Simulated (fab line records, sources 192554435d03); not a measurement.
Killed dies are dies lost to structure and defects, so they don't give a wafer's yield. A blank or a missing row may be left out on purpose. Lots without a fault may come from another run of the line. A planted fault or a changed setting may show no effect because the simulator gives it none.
Split-lot experiment | flow n5_finfet | 7 lots, 39 wafers read, on a route of 1938 steps

THE SPLIT
At N5_DUMMY_GATE_ETCH_44 (etches poly-Si in HBr/O2, stops on SiO2, target depth 127.5 nm), the setting target_depth_a was moved away from the recipe's 1275 angstrom on 15 of the 39 wafers read, by -12.8% to +10.7%. The other wafers ran this setting at the recipe's value.

The reading is taken at the split's own step.

THE READING
oes_product_au, in a.u., at N5_DUMMY_GATE_ETCH_44 (etches poly-Si in HBr/O2, stops on SiO2, target depth 127.5 nm). Fault-free wafers of this fab line usually give 0.731 a.u., standard deviation 0.012 a.u..

wafer  | tool, chamber at the split | target_depth_a as run, angstrom | against the recipe | oes_product_au, a.u. | against lot-mates on the recipe
L075.1 | rie_si-06, 2               | 1275                            | recipe             | 0.727                | -
L075.2 | rie_si-06, 0               | 1112                            | -12.8%             | 0.797                | +0.063
L075.3 | rie_si-06, 3               | 1275                            | recipe             | 0.725                | -
L075.4 | rie_si-06, 1               | 1112                            | -12.8%             | 0.798                | +0.064
L075.5 | rie_si-06, 1               | 1112                            | -12.8%             | 0.797                | +0.063
L075.6 | rie_si-06, 0               | 1275                            | recipe             | 0.749                | -
L077.1 | rie_si-06, 1               | 1275                            | recipe             | 0.743                | -
L077.2 | rie_si-06, 2               | 1408                            | +10.4%             | 0.696                | -0.052
L077.3 | rie_si-06, 0               | 1275                            | recipe             | 0.753                | -
L077.4 | rie_si-06, 3               | 1408                            | +10.4%             | 0.691                | -0.057
L077.5 | rie_si-06, 0               | 1275                            | recipe             | 0.747                | -
L077.6 | rie_si-06, 1               | 1408                            | +10.4%             | 0.717                | -0.031
L079.1 | rie_si-05, 1               | 1275                            | recipe             | 0.731                | -
L079.2 | rie_si-05, 3               | 1411                            | +10.7%             | 0.684                | -0.044
L079.3 | rie_si-05, 2               | 1411                            | +10.7%             | 0.699                | -0.029
L079.4 | rie_si-05, 0               | 1411                            | +10.7%             | 0.693                | -0.035
L079.5 | rie_si-05, 1               | 1275                            | recipe             | 0.730                | -
L079.6 | rie_si-05, 0               | 1275                            | recipe             | 0.722                | -
L088.1 | rie_si-04, 1               | 1275                            | recipe             | 0.724                | -
L088.2 | rie_si-04, 3               | 1275                            | recipe             | 0.702                | -
L088.3 | rie_si-04, 0               | 1275                            | recipe             | 0.728                | -
L088.4 | rie_si-04, 2               | 1275                            | recipe             | 0.742                | -
L088.5 | rie_si-04, 3               | 1275                            | recipe             | 0.705                | -
L088.6 | rie_si-04, 0               | 1275                            | recipe             | 0.727                | -
L091.1 | rie_si-04, 3               | 1392                            | +9.2%              | 0.697                | -0.032
L091.2 | rie_si-04, 2               | 1392                            | +9.2%              | 0.709                | -0.020
L091.3 | rie_si-04, 0               | 1275                            | recipe             | 0.721                | -
L091.4 | rie_si-04, 1               | 1275                            | recipe             | 0.739                | -
L091.5 | rie_si-04, 1               | 1275                            | recipe             | 0.727                | -
L091.6 | rie_si-04, 2               | 1392                            | +9.2%              | 0.713                | -0.016
L092.1 | rie_si-04, 3               | 1232                            | -3.4%              | 0.734                | +0.009
L092.2 | rie_si-04, 0               | 1275                            | recipe             | 0.724                | -
L092.3 | rie_si-04, 2               | 1232                            | -3.4%              | 0.756                | +0.031
L092.4 | rie_si-04, 1               | 1275                            | recipe             | 0.730                | -
L092.5 | rie_si-04, 0               | 1232                            | -3.4%              | 0.731                | +0.006
L092.6 | rie_si-04, 3               | 1275                            | recipe             | 0.720                | -
L094.2 | rie_si-05, 1               | 1275                            | recipe             | 0.727                | -
L094.3 | rie_si-05, 3               | 1275                            | recipe             | 0.717                | -
L094.6 | rie_si-05, 1               | 1275                            | recipe             | 0.726                | -

THE FIT
A straight line over all 39 wafers: oes_product_au changes by -0.00384 a.u. for each +1% of target_depth_a; r = -0.88; the points scatter about the line by 0.013 a.u..
The same after taking each lot's own level away (the mean of its wafers on the recipe; 39 wafers): -0.0041 a.u. for each +1%; r = -0.93; scatter 0.01 a.u..
On that fit, the largest move of target_depth_a shifts the reading by 0.052 a.u..
The lots' own levels span 0.7213 to 0.7477 a.u., that is 2.2 times the standard deviation above.
So the lot-to-lot level changes the slope little: the two slopes agree.
Check: with one of the wafers moved furthest among these (-12.8%) left out of the fit, the line predicts +0.0533 a.u. for it against its lot-mates. It came out at +0.0633 a.u. against them.
Tool readings at the split's step, against how far the setting was moved: oes_product_au r = -0.88.

OTHER SPLITS ON THESE WAFERS
These wafers also went through other splits before the reading. Each is held against what the fit with the lots' levels taken away leaves over:
other split on the same wafers | wafers away from the commonest value | r with oes_product_au (lot level and that fit taken away)
N5_WELL_APT_EXPOSE_22 dose_mj  | 9                                    | -0.24
N5_DUMMY_GATE_ETCH_37 source_w | 18                                   | -0.14

THE FILE'S OWN FIT
oes_product_au changes by -0.00404 a.u. for each +1% of target_depth_a, r = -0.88.
